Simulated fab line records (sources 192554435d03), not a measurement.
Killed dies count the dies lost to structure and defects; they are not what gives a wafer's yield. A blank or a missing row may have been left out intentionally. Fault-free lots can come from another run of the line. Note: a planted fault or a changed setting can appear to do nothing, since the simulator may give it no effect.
What tool caused it?    flow n5Finfet    9 lots with 27 wafers sampled at 5 steps, on a route of 1938 steps

== WHAT THE GAUGES SHOWED, per wafer ==
N5_PMOS_HMC_CHANNEL_EPI_INSPECT_30: inspects for defects (darkfield). Usual: 19 for rawDefectCount, sd 6.5.
lot   measured     on                rawDefectCount  flag
L751  day 1 20:39  defectInspect-01  15 24 20        
L755  day 2 20:11  defectInspect-02  16 26 19        
L758  day 3 14:51  defectInspect-01  10 10 18        
L765  day 5 09:44  defectInspect-02  10 24 29        
L770  day 6 14:53  defectInspect-02  27 17 17        
L771  day 6 22:11  defectInspect-01  7 10 16         
L772  day 7 03:31  defectInspect-02  18 15 23        
L773  day 7 08:50  defectInspect-01  19 16 5         
L774  day 7 14:49  defectInspect-02  16 29 17        

N5_BEOL_M4_RC_MEAS_101. Usual: DIBL_N 36.2 mV/V, standard deviation 1.6; DIBL_P 36.1 mV/V, standard deviation 2; IOFF_N 0.16 nA/um, standard deviation 0.032; IOFF_P 0.22 nA/um, standard deviation 0.036; ION_N 672 uA/um, standard deviation 11; ION_P 463 uA/um, standard deviation 7.5; RS_PWELL 3013 ohm/sq, standard deviation 24; SS_N 71.4 mV/dec, standard deviation 0.58; SS_P 73.2 mV/dec, standard deviation 0.67; VT_N 250 mV, standard deviation 3.3; VT_P -250 mV, standard deviation 3.3.
lot   measured      on         DIBL_N (mV/V)   DIBL_P (mV/V)   IOFF_N (nA/um)  IOFF_P (nA/um)  ION_N (uA/um)  ION_P (uA/um)  RS_PWELL (ohm/sq)  SS_N (mV/dec)   SS_P (mV/dec)   VT_N (mV)    VT_P (mV)       flag
L751  day 8 04:59   prober-02  36.6 37.2 34.5  37.3 38.7 35.6  0.13 0.17 0.12  0.17 0.19 0.15  652 679 660    446 456 444    2972 2957 2983     71.1 72.3 70.7  72.5 74.0 72.3  254 247 255  -257 -251 -256  
L755  day 9 05:44   prober-01  38.2 35.9 36.2  35.2 32.5 33.4  0.17 0.13 0.13  0.21 0.18 0.19  679 662 671    465 458 460    3193 3201 3228     71.6 71.3 71.5  73.2 71.8 72.3  248 248 251  -249 -251 -250  OFF
L758  day 9 21:27   prober-02  34.2 33.2 35.8  33.8 33.0 37.2  0.13 0.12 0.16  0.17 0.15 0.22  659 648 670    452 440 458    3215 3197 3205     71.4 70.8 71.2  72.2 72.7 73.9  255 257 249  -256 -258 -252  OFF
L765  day 12 14:43  prober-01  34.1 35.1 34.9  34.8 36.3 35.6  0.13 0.14 0.13  0.16 0.18 0.17  669 668 656    455 459 444    3040 3025 3014     71.1 70.8 70.9  72.4 72.5 73.1  252 252 254  -256 -256 -255  
L770  day 14 05:20  prober-02  35.7 35.1 36.1  34.4 34.1 35.5  0.15 0.15 0.16  0.18 0.17 0.19  675 665 679    458 449 455    3006 2988 3006     71.3 71.9 71.9  73.4 73.3 73.0  250 252 249  -255 -251 -251  
L771  day 13 17:14  prober-02  40.5 37.6 38.3  38.1 34.2 34.9  0.21 0.15 0.16  0.27 0.20 0.20  666 660 653    462 462 457    3027 2997 3009     71.8 71.4 71.7  73.7 72.6 72.8  246 250 251  -247 -250 -250  
L772  day 13 06:59  prober-02  33.0 38.4 35.4  30.8 38.8 34.2  0.11 0.20 0.13  0.15 0.27 0.19  649 676 670    449 463 463    3048 3064 3022     71.1 71.9 71.2  72.6 74.0 72.6  257 248 251  -254 -244 -249  
L773  day 14 11:01  prober-02  33.9 35.4 34.7  34.4 37.0 36.1  0.12 0.14 0.13  0.17 0.20 0.19  661 679 669    464 466 466    3039 3012 3019     70.6 70.3 70.5  71.7 72.9 72.2  254 253 254  -253 -249 -252  
L774  day 15 03:51  prober-02  38.7 36.5 34.7  39.5 37.2 35.7  0.20 0.16 0.13  0.25 0.22 0.20  694 679 661    469 470 465    2983 2982 2982     72.4 72.2 71.4  73.6 73.4 72.2  244 250 252  -246 -247 -252  

== EACH LOT AND THE TOOL THAT RAN IT (in order: tool; ch and the chambers of the sampled wafers; start) ==
lot   N5_WELL_APT_IMPLANT_31          N5_FIN_SAQP_PECVD_06            N5_FIN_SAQP_DESCUM_21
L751  implanter-01 ch 0, day 1 15:40  pecvd-04 ch 0,1, day 1 21:28    rieDiel-02 ch 0,2,3, day 1 22:10
L755  implanter-02 ch 0, day 2 15:07  pecvd-02 ch 0,1, day 2 20:58    rieDiel-06 ch 0,1, day 2 21:38
L758  implanter-02 ch 0, day 3 09:48  pecvd-03 ch 0,1,2, day 3 15:44  rieDiel-06 ch 0,2,3, day 3 16:24
L765  implanter-01 ch 0, day 5 04:29  pecvd-03 ch 0,1, day 5 10:29    rieDiel-06 ch 0,3, day 5 13:16
L770  implanter-01 ch 0, day 6 09:30  pecvd-04 ch 0,2, day 6 15:52    rieDiel-06 ch 1,3, day 6 16:32
L771  implanter-02 ch 0, day 6 16:17  pecvd-02 ch 0,1,2, day 6 22:55  rieDiel-01 ch 0,2,3, day 6 23:40
L772  implanter-02 ch 0, day 6 22:13  pecvd-04 ch 0,1,2, day 7 04:22  rieDiel-01 ch 0,2,3, day 7 05:10
L773  implanter-01 ch 0, day 7 02:57  pecvd-03 ch 0,1,2, day 7 10:46  rieDiel-02 ch 0,1, day 7 11:26
L774  implanter-01 ch 0, day 7 09:19  pecvd-02 ch 1,2, day 7 15:35    rieDiel-01 ch 0,2,3, day 7 16:08
- N5_WELL_APT_IMPLANT_31
- N5_FIN_SAQP_PECVD_06: deposits a-Si from SiH4/He, target thk 60 nm, time 48.1 s.
- N5_FIN_SAQP_DESCUM_21: chemistry O2, time 7.9 s.

== WHAT THE TOOLS THEMSELVES READ (means of the sampled wafers that have a number; where no wafer has one, the mark that the record gives instead) ==
N5_WELL_APT_IMPLANT_31. Usual: 60.004 for beamEnergyKeV, sd 0.018.
lot   tool          beamEnergyKeV  flag
L751  implanter-01  59.989         
L755  implanter-02  51.217         OFF
L758  implanter-02  51.226         OFF
L765  implanter-01  59.997         
L770  implanter-01  60.006         
L771  implanter-02  60.038         
L772  implanter-02  60.017         
L773  implanter-01  59.999         
L774  implanter-01  60.011         

N5_FIN_SAQP_PECVD_06. Usual: chamberPressureTorr 3.000 Torr, standard deviation 0.0066; heaterPowerW 843 W, standard deviation 56; showerheadPlenumPTorr 5.68 Torr, standard deviation 0.049; throttleValvePct 18.8 %, standard deviation 1.5.
lot   tool      chamberPressureTorr (Torr)  heaterPowerW (W)  showerheadPlenumPTorr (Torr)  throttleValvePct (%)  flag
L751  pecvd-04  3.000                       798               5.67                          20.5                  
L755  pecvd-02  3.002                       851               5.69                          18.8                  
L758  pecvd-03  3.000                       843               5.71                          18.2                  
L765  pecvd-03  3.002                       811               5.73                          18.3                  
L770  pecvd-04  2.998                       902               5.61                          18.4                  
L771  pecvd-02  3.002                       880               5.69                          18.8                  
L772  pecvd-04  3.004                       871               5.64                          19.0                  
L773  pecvd-03  2.993                       846               5.70                          18.2                  
L774  pecvd-02  3.002                       849               5.73                          18.4                  

N5_FIN_SAQP_DESCUM_21. Usual: drypumpMotorCurrentA 5.6 A, standard deviation 0.47; o2FlowSccm 225.0 sccm, standard deviation 0.59; oesProductAu 0.76 a.u., standard deviation 0.09; rfVppV 242.3 V, standard deviation 1.2; showerheadPlenumPTorr 2.05 Torr, standard deviation 0.057; throttleValvePct 20.45 %, standard deviation 0.25.
lot   tool        drypumpMotorCurrentA (A)  o2FlowSccm (sccm)  oesProductAu (a.u.)  rfVppV (V)  showerheadPlenumPTorr (Torr)  throttleValvePct (%)  flag
L751  rieDiel-02  5.8                       225.9              0.73                 242.3       1.99                          20.35                 
L755  rieDiel-06  5.1                       224.8              0.82                 243.2       2.08                          20.33                 
L758  rieDiel-06  5.5                       224.7              0.77                 242.8       2.07                          20.55                 
L765  rieDiel-06  5.4                       224.7              0.69                 241.1       2.01                          20.61                 
L770  rieDiel-06  5.2                       225.8              0.94                 242.1       2.08                          20.09                 
L771  rieDiel-01  5.7                       225.6              0.82                 242.7       2.08                          20.39                 
L772  rieDiel-01  5.7                       225.1              0.81                 242.2       2.08                          20.39                 
L773  rieDiel-02  5.5                       225.0              0.71                 242.2       1.99                          20.48                 
L774  rieDiel-01  5.7                       224.9              0.80                 242.8       2.07                          20.41                 

== THE ANSWER, worked out from the rows above alone ==
Rule: lot off if the mean of its wafers having a number is beyond 3 standard deviations from the usual mean. Also off: a lot with no number at a reading for which 4 or more lots have one. The other lots that the step has rows for count as sound. First the gauges in route order, then the tools' own readings, where a lot's mean is used as printed above. The first step at which some lot is off is used, and at that step the reading that is off furthest; a lot without a number counts as furthest.
Off: at N5_BEOL_M4_RC_MEAS_101 (RS_PWELL), L755, L758.
If a tool, at a process step before that reading, ran all the lots that are off and no sound lot after the first of them, it fits. Not tried: the gauges at N5_BEOL_M4_RC_MEAS_101; whatever is off there is also off at N5_WELL_APT_IMPLANT_31, on other tools, and gauge error can't account for it. None of those tried fits.

== WHAT HAD BEEN PUT IN BY THE SIMULATOR ==
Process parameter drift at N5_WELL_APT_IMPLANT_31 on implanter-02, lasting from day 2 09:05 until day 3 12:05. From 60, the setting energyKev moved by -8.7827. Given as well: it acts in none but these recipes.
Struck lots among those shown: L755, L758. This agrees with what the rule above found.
